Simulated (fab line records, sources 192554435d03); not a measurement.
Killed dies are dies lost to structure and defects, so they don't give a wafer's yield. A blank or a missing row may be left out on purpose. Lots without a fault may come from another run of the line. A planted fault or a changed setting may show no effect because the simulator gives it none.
Chamber matching | flow n5_finfet | N5_BEOL_M4_ILD_DEP_00 on pecvd-03: 3 sister chambers
The step deposits SiOC from DEMS/O2, target thk 79 nm, time 15.3 s. 3 wafers are shown with their chamber, then 7 later ones without.

WAFERS WITH THEIR CHAMBER
wafer  | chamber | heater_power_w (W)
L089.5 | 2       | 535
L091.2 | 0       | 523
L091.4 | 1       | 393

WAFERS WITHOUT THEIR CHAMBER
wafer  | heater_power_w (W)
L091.6 | 525
L094.1 | 558
L094.2 | 464
L094.6 | 427
L097.1 | 514
L097.2 | 627
L097.4 | 521

WHICH CHAMBER EACH WENT THROUGH
wafer  | from the rows above          | in truth
L091.6 | can't be placed: 0 or 2      | 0
L094.1 | can't be placed: 2 or 0      | 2
L094.2 | can't be placed: 0 or 1 or 2 | 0
L094.6 | can't be placed: 1 or 0 or 2 | 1
L097.1 | can't be placed: 0 or 2      | 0
L097.2 | can't be placed: 2 or 0      | 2
L097.4 | can't be placed: 0 or 2      | 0
Placed correctly: 0 of 7. Can't be placed from these rows: 7 (the true chamber is among the candidates in 7). Placed wrongly: 0.
How it was worked out, from the rows above alone: a wafer's distance from a chamber is the root of the sum, over the readings, of the square of ((its reading less the chamber's mean) divided by the reading's scatter). The wafer belongs to the nearest chamber; if the next one is less than 2 further off, it can't be placed. A chamber's mean is the mean of its shown wafers. The scatter: with one shown wafer a chamber, the root of the mean of the squares of how far each hidden wafer lies from its nearest shown one.
